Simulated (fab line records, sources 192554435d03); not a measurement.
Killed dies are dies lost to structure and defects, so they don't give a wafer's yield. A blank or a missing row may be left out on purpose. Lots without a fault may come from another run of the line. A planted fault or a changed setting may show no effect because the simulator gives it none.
Chamber matching | flow n5_finfet | N5_FIN_SAQP_ETCH_67 on rie_diel-04: 4 sister chambers
The step etches SiNx in CH3F/O2, target depth 30 nm. 4 wafers are shown with their chamber, then 7 later ones without.

WAFERS WITH THEIR CHAMBER
wafer  | chamber | showerhead_plenum_p_Torr (Torr)
L081.1 | 2       | 2.08
L081.5 | 0       | 2.04
L085.1 | 3       | 1.97
L085.4 | 1       | 2.00

WAFERS WITHOUT THEIR CHAMBER
wafer  | showerhead_plenum_p_Torr (Torr)
L085.5 | 1.97
L095.1 | 2.07
L095.4 | 1.99
L095.5 | 1.96
L097.1 | 1.96
L097.2 | 2.03
L097.6 | 1.96

WHICH CHAMBER EACH WENT THROUGH
wafer  | from the rows above     | in truth
L085.5 | 3                       | 3
L095.1 | 2                       | 2
L095.4 | can't be placed: 1 or 3 | 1
L095.5 | 3                       | 3
L097.1 | 3                       | 3
L097.2 | 0                       | 0
L097.6 | 3                       | 3
Placed correctly: 6 of 7. Can't be placed from these rows: 1 (the true chamber is among the candidates in 1). Placed wrongly: 0.
How it was worked out, from the rows above alone: a wafer's distance from a chamber is the root of the sum, over the readings, of the square of ((its reading less the chamber's mean) divided by the reading's scatter). The wafer belongs to the nearest chamber; if the next one is less than 2 further off, it can't be placed. A chamber's mean is the mean of its shown wafers. The scatter: with one shown wafer a chamber, the root of the mean of the squares of how far each hidden wafer lies from its nearest shown one.
